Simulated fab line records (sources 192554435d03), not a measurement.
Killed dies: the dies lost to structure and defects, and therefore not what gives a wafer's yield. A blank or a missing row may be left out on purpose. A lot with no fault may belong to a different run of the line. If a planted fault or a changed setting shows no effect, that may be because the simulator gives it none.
Comparing a struck lot with a sound one ; flow n5_finfet ; 19 out of 1938 route steps
Sound: these wafers, L238.1, L238.4, L238.6. Wafers L234.1, L234.3, L234.5 were the ones struck. The cause is named last.
For every step that has rows: the tool of each side, followed by ch and its chambers, followed by its first start. Under that, the readings that differ: sound wafers ; struck wafers ; difference of the means ; sigmas: that difference in standard deviations of wafers without a fault.
alike: readings whose means differ by less than 2 such deviations, and words and numbers that are the same on both sides. not compared: withheld readings, readings that some wafer has no value for, bounds like >300 that may hide the same value, and numbers for which the record gives no deviation and whose values overlap.
The two part at a step that has a row with sigmas, a row that says differs or no value, or rows on one side only. When numbers do not overlap yet have no deviation, they are printed without sigmas and do not part them. Lack of a reading on every wafer of one side parts them only where that side has two or more wafers.

first, 9 steps without rows for these wafers: N5_BEOL_M9_ILD_DEP_00 (deposits SiCOH lowk from DEMS/porogen, target thk 308.51 nm, time 58 s); N5_BEOL_M9_CURE_71 (cures SiCOH lowk, time 240 s); N5_BEOL_M9_PECVD_70 (deposits SiO2 from TEOS/O2, target thk 20 nm, time 22.7 s); N5_BEOL_M9_HM_DEP_02 (deposits TiN, target thk 20 nm); N5_BEOL_M9_COAT_59 (time 60 s, resist thk 100 nm); N5_BEOL_M9_COAT_60 (time 60 s, resist thk 30 nm); N5_BEOL_M9_COAT_05 (resist thk 90 nm); N5_BEOL_M9_EBR_07; N5_BEOL_M9_SOFTBAKE_06 (time 60 s).
N5_BEOL_M9_EXPOSE_08: exposes mask M9.
  sound on arfi_scanner-01 ch 0, day 13 23:20; struck on arfi_scanner-02 ch 0, day 13 05:07
reading;sound;struck;difference;sigmas
exposure_dose_mJ_cm2;53.71 53.69 53.71;52.87 52.96 52.94;-0.78;-15
  alike: mask, stage_vel_mm_s
then, 3 steps without rows for these wafers: N5_BEOL_M9_PEB_09 (peb time 60 s); N5_BEOL_M9_DEVELOP_10 (develop time 30 s); N5_BEOL_M9_DESCUM_16 (chemistry O2, time 7.9 s).
N5_BEOL_M9_ETCH_61: etches SiARC in CF4, target depth 39 nm, time 65 s.
  sound on rie_diel-04 ch 0,2, day 13 23:35; struck on rie_diel-04 ch 0,1,3, day 13 05:22
  alike: drypump_motor_current_A, etch_rf_on_time_s, oes_product_au, rf_vpp_V, showerhead_plenum_p_Torr, throttle_valve_pct
  not compared: rf_hours_counter_h, model.BEOL_M9.cd_offset_nm
then, 3 steps without rows for these wafers: N5_BEOL_M9_ETCH_62 (etches SOC in N2/H2, target depth 110 nm, overetch 22 nm, time 165 s); N5_BEOL_M9_STRIP_68 (strips in N2/H2); N5_BEOL_M9_STRIP_67 (strips in CF4).
N5_BEOL_M9_HM_OPEN_17: chemistry Cl2/BCl3, target TiN, target depth 20 nm, overetch 6 nm.
  sound on rie_metal-02 ch 0,1, day 13 23:49; struck on rie_metal-02 ch 0,1, day 13 05:37
  alike: drypump_motor_current_A, oes_product_au, throttle_valve_pct
  not compared: rf_hours_counter_h, model.BEOL_M9.cd_offset_nm
then, 1 step without rows for these wafers: N5_BEOL_M9_STRIP_19 (strips in O2).

== WHERE THEY PART ==
Only at N5_BEOL_M9_EXPOSE_08, as far as this record shows. Later steps at which nothing parts them and some readings are alike: N5_BEOL_M9_ETCH_61, N5_BEOL_M9_HM_OPEN_17.

WHY: the cause the simulator had injected
Process parameter drift: arfi_scanner-02, from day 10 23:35 on, at N5_BEOL_M9_EXPOSE_08. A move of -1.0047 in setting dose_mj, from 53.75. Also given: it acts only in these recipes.
